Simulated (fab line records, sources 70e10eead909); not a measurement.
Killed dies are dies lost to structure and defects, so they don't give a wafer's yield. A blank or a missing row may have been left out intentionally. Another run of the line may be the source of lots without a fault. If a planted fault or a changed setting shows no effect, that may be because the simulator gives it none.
Comparing a struck lot with a sound one | flow nand_harc | 40 steps out of a route of 1159
Sound: the wafers L426.2, L426.4, L426.6. Struck: wafers L423.2, L423.3, L423.5. Last of all comes the cause.
Each step with rows lists, per side, the tool, then ch with its chambers, then its first start. Under that, the readings that differ: sound wafers | struck wafers | difference of the means | sigmas: that difference in standard deviations of wafers without a fault.
alike: a reading whose means differ by less than 2 such deviations, as well as words and numbers matching on both sides. not compared: withheld readings; readings where some wafer has no value; bounds like >300 that might hide an equal value; numbers whose values overlap and for which the record gives no deviation.
A row with sigmas, a row that says differs or no value, or rows on one side alone: a step with any of these is where the two part. When numbers do not overlap yet have no deviation, they are printed without sigmas and do not part them. A reading missing from all wafers of one side parts the sides only when that side holds two or more wafers.

NHARC_A_CONTACT_OVL_MEAS_09:
  sound: overlay-01 at day 20 02:23; struck: overlay-01 at day 19 00:54
  reading           | sound       | struck         | difference | sigmas
  overlay_x_nm (nm) | 1.0 1.0 1.1 | -1.0 -0.3 -0.7 | -1.7       | -2
  alike: overlay_y_nm
NHARC_A_CONTACT_INSPECT_10:
  sound: defect_inspect-02 at day 20 02:25; struck: defect_inspect-02 at day 19 00:56
  alike: raw_defect_count
then, 3 steps without rows for these wafers: NHARC_A_CONTACT_DESCUM_13 (chemistry O2, time 3 s); NHARC_A_CONTACT_ETCH_88 (etches the open film in CF4, target depth 39 nm, time 65 s); NHARC_A_CONTACT_ETCH_89 (etches the open film in N2/H2, target depth 260 nm, time 475.3 s).
NHARC_A_CONTACT_ETCH_30: etches the open film in CF4/CHF3, target depth 60.5 nm, time 30.2 s.
  sound: rie_diel-02 ch 0,1; struck: rie_diel-02 ch 1,2,3
  alike: drypump_motor_current_A, mfc_ar_sccm, oes_product_au, rf_vpp_V, showerhead_plenum_p_Torr, throttle_valve_pct
  not compared: rf_hours_counter_h
then, 2 steps without rows for these wafers: NHARC_A_CONTACT_ETCH_31 (etches the open film in O2/COS, target depth 2000 nm, time 520 s); NHARC_A_CONTACT_ETCH_134 (etches the open film in C4F8/O2/Ar, time 140 s, target depth 700 nm).
NHARC_A_CONTACT_ETCH_135: etches the open film in C4F8/O2/Ar, time 132 s, target depth 1287 nm.
  sound on har_cap_etch-01 ch 0,1, day 20 03:43; struck on har_cap_etch-02 ch 0,1, day 19 02:16
  alike: oes_air_line_au
  not compared: rf_hours_counter_h
then, 2 steps without rows for these wafers: NHARC_A_CONTACT_ETCH_136 (etches the open film in C4F8/O2/Ar, time 132 s, target depth 1287 nm); NHARC_A_CONTACT_ETCH_137 (etches the open film in C4F8/O2/Ar, time 132 s, target depth 1287 nm).
NHARC_A_CONTACT_ETCH_138: etches the open film in C4F8/O2/Ar, time 132 s, target depth 1289 nm.
  sound on har_cap_etch-01 ch 0,1, day 20 04:05; struck on har_cap_etch-02 ch 0,1, day 19 02:38
  alike: oes_air_line_au
  not compared: rf_hours_counter_h
NHARC_A_CONTACT_ETCH_139: etches the open film in C4F8/O2/Ar, time 137 s, target depth 590 nm.
  sound on har_cap_etch-01 ch 0,1, day 20 04:14; struck on har_cap_etch-02 ch 0,1, day 19 02:45
  alike: oes_air_line_au
  not compared: rf_hours_counter_h
then, 1 step without rows for these wafers: NHARC_A_CONTACT_ETCH_92 (etches the open film in CH3F/O2, target depth 40 nm, time 85.7 s).
NHARC_A_CONTACT_ETCH_98: etches the open film in C4F6/O2, target depth 20 nm, time 10 s.
  sound: rie_diel-04 ch 0,1,2; struck: rie_diel-08 ch 0,1
  alike: drypump_motor_current_A, mfc_ar_sccm, oes_product_au, rf_vpp_V, showerhead_plenum_p_Torr, throttle_valve_pct
  not compared: rf_hours_counter_h
NHARC_A_CONTACT_CD_MEAS_15:
  sound: cd_sem-03 at day 20 04:49; struck: cd_sem-01 at day 19 03:27
  alike: cd_nm
then, 4 steps without rows for these wafers: NHARC_A_CONTACT_STRIP_107 (strips in N2/H2); NHARC_A_CONTACT_STRIP_108 (strips in CF4/CHF3); NHARC_A_CONTACT_STRIP_109 (strips in O2/COS); NHARC_A_CONTACT_ETCH_110 (etches the open film in CF4/O2, target depth 50 nm, overetch 5 nm, time 27.5 s).
NHARC_A_CONTACT_STRIP_26: strips in O2.
  sound: rie_diel-08 ch 0,1,3; struck: rie_diel-02 ch 0,1
  reading                | sound                | struck               | difference | sigmas
  throttle_valve_pct (%) | 17.038 17.048 17.044 | 17.033 17.010 17.031 | -0.019     | -2
  alike: drypump_motor_current_A, mfc_ar_sccm, oes_product_au, rf_vpp_V, showerhead_plenum_p_Torr
  not compared: rf_hours_counter_h
then, 15 steps without rows for these wafers: NHARC_A_CONTACT_STRIP_27 (strips in post etch residue remover, time 600 s); NHARC_A_CONTACT_ALD_18 (deposits TiN, target thk 3 nm, pulse time 1 s, ald cycles 150); NHARC_A_CONTACT_CVD_19 (deposits W, target thk 300 nm, time 802 s); NHARC_A_CONTACT_CMP_20 (polishes, t overpolish 30 s, target thk 300 nm); NHARC_A_CONTACT_SRD_22; NHARC_A_BLC_DEHYDRATE_00 (time 120 s); NHARC_A_BLC_HMDS_01 (time 30 s); NHARC_A_BLC_COAT_02 (time 75 s); NHARC_A_BLC_COAT_03 (time 65 s); NHARC_A_BLC_COAT_04 (resist thk 90 nm); NHARC_A_BLC_SOFTBAKE_05 (time 55 s); NHARC_A_BLC_EBR_06; NHARC_A_BLC_EXPOSE_07 (exposes mask A BLC, target cd 100 nm); NHARC_A_BLC_PEB_08 (peb time 65 s); NHARC_A_BLC_DEVELOP_09 (develop time 35 s).
NHARC_A_BLC_CD_MEAS_10: target cd 100 nm.
  sound on cd_sem-01 ch 0, day 20 10:59; struck on cd_sem-02 ch 0, day 19 12:11
  alike: cd_nm
NHARC_A_BLC_OVL_MEAS_11:
  sound: overlay-02 at day 20 11:04; struck: overlay-01 at day 19 12:16
  reading           | sound          | struck      | difference | sigmas
  overlay_x_nm (nm) | -1.6 -0.5 -1.2 | 0.3 1.2 0.9 | +1.9       | +2
  alike: overlay_y_nm
then, 1 step without rows for these wafers: NHARC_A_BLC_DESCUM_15 (chemistry O2, time 3 s).
-- break in the record here, with 2 days between the starts of the struck wafers on either side (left off in module A_BLC, picked up again in module END, where the first step shown is number 1159 on the route) --
NHARC_END_SORT_01:
  at this point the record logs the struck wafers (prober-01 ch 0, day 21 21:31) and has no rows for the sound ones

## WHERE THEY PART
Last at NHARC_END_SORT_01 as far as this record goes, first at NHARC_A_CONTACT_OVL_MEAS_09.

WHY: the cause the simulator had injected
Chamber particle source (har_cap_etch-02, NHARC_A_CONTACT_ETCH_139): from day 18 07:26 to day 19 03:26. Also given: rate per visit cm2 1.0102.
